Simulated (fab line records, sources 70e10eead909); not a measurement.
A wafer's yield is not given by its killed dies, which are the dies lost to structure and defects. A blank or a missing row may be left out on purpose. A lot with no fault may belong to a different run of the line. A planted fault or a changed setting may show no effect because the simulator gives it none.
The same fault as seen by 2 desks + flow nand harc + every desk sees just its own numbers, and what lay behind them comes last

FROM THE METROLOGY DESK
What the gauges read, lot by lot, whatever tool the lot ran on: means of the sampled wafers that have a number. Marked OUT: a lot whose mean sits more than 4 standard deviations from the usual mean, which makes it out of limits; the brackets give that distance.
Columns: A = cd nm at NHARC_A_BLC_CD_MEAS_10, usual 100.2 nm
| lot  | first seen here | A     |
|------|-----------------|-------|
| L577 | day 16 21:02    | 101.3 |
| L576 | day 16 22:06    | 99.9  |
| L579 | day 17 15:05    | 99.7  |
| L582 | day 18 10:37    | 100.0 |
| L583 | day 18 15:25    | 100.5 |
| L580 | day 18 19:05    | 100.0 |
| L585 | day 19 00:11    | 100.6 |
| L584 | day 19 14:19    | 100.5 |
| L588 | day 20 12:01    | 98.4  |
| L593 | day 21 23:27    | 99.8  |
| L596 | day 22 11:24    | 99.9  |
| L598 | day 22 19:49    | 99.9  |
| L599 | day 23 14:04    | 100.2 |
This desk's finding: nothing out of limits on any of the 13 lots.

TOOL OWNER'S DESK, litho track-04
The tool's own readings at NHARC_A_BLC_DEVELOP_09 (develop time 35 s): means of the sampled wafers that have a number, for each lot that ran on this tool. Marked OUT: a lot whose mean sits more than 4 standard deviations from the usual mean, which makes it out of limits; the brackets give that distance.
Columns: A = resist line temp C at NHARC_A_BLC_DEVELOP_09, usual 23.03 C
| lot  | first seen here | A     |
|------|-----------------|-------|
| L585 | day 19 00:00    | 23.16 |
| L584 | day 19 14:00    | 23.13 |
| L588 | day 20 11:00    | 23.12 |
| L599 | day 23 13:00    | 23.01 |
This desk's finding: nothing out of limits on any of the 4 lots.

BROUGHT TOGETHER
At the metrology desk, nothing out of limits was observed.
The tool owner's desk saw nothing out of limits.

WHAT THE SIMULATOR HAD INSERTED
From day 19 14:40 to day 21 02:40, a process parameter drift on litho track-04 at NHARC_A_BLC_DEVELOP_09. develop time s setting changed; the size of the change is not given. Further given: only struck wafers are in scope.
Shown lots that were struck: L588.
